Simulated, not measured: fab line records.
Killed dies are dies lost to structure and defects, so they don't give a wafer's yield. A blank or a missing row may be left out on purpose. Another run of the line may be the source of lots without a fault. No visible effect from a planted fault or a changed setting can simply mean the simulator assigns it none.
Which of the tools did it? | flow nandHarc | Sampling: 6 lots, 18 wafers, 3 of 1302 route steps

== WHAT EACH GAUGE READ, for each wafer ==
NHARC_END_SORT_01.
lot  | measured     | on        | sort_bin_2_pct (%)
L276 | day 25 17:45 | prober-01 | 4.6 3.2 4.9
L284 | day 28 08:25 | prober-01 | 95.4 96.6 95.6
L291 | day 31 16:23 | prober-02 | 2.1 1.8 1.9
L293 | day 32 16:56 | prober-01 | 2.2 1.9 1.6
L295 | day 34 13:04 | prober-01 | 2.5 1.6 2.5

== TOOL THAT RAN EACH LOT (tool first, then ch and the chambers of the sampled wafers, then the start) ==
lot  | NHARC_A_M1_PVD_21           | NHARC_A_M1_PRE_CLEAN_32
L276 | pvdSputter-02, day 24 06:06 | pecvd-01 ch 0,1,2, day 24 07:32
L284 | pvdSputter-02, day 26 22:53 | pecvd-04 ch 0,1,2, day 27 00:36
L285 | pvdSputter-01, day 27 09:17 | pecvd-01 ch 0,2, day 27 10:42
L291 | pvdSputter-02, day 30 05:28 | pecvd-01 ch 0,2, day 30 06:52
L293 | pvdSputter-02, day 30 22:45 | pecvd-01 ch 1,2, day 31 00:10
L295 | pvdSputter-03, day 33 01:08 | pecvd-04 ch 0,1,2, day 33 02:34
- NHARC_A_M1_PVD_21: deposits Cu, target thk 30 nm, time 20.49 s.
- NHARC_A_M1_PRE_CLEAN_32: time 12 s.

== THE ANSWER, worked out from the rows above alone ==
Rule: usual is defined by the lots themselves. Put in order of their means at a reading, lots are off if they are a third of the lots or fewer, leave a main group of 4 or more, and stand apart from it by a gap of 3 or more times the standard deviation of the main group's means; of several such gaps the widest counts. A main group is skipped when, at the precision printed for the reading in the tables above, its means are all equal. A lot without any number at a reading at which 4 lots or more have one is off too. The other lots that the step has rows for count as sound.
Off, at NHARC_END_SORT_01 on sort_bin_2_pct: L284. Mean 2.6 % and standard deviation 0.97 in the main group. Neither off nor sound, because the step has no rows for them: L285.
A tool fits if, at a process step before that reading, it ran every lot that is off, and no sound lot after the first of them. Gauges at NHARC_END_SORT_01: tried the same way as those tools. None of those tried fits.

== WHAT THE SIMULATOR HAD INSERTED ==
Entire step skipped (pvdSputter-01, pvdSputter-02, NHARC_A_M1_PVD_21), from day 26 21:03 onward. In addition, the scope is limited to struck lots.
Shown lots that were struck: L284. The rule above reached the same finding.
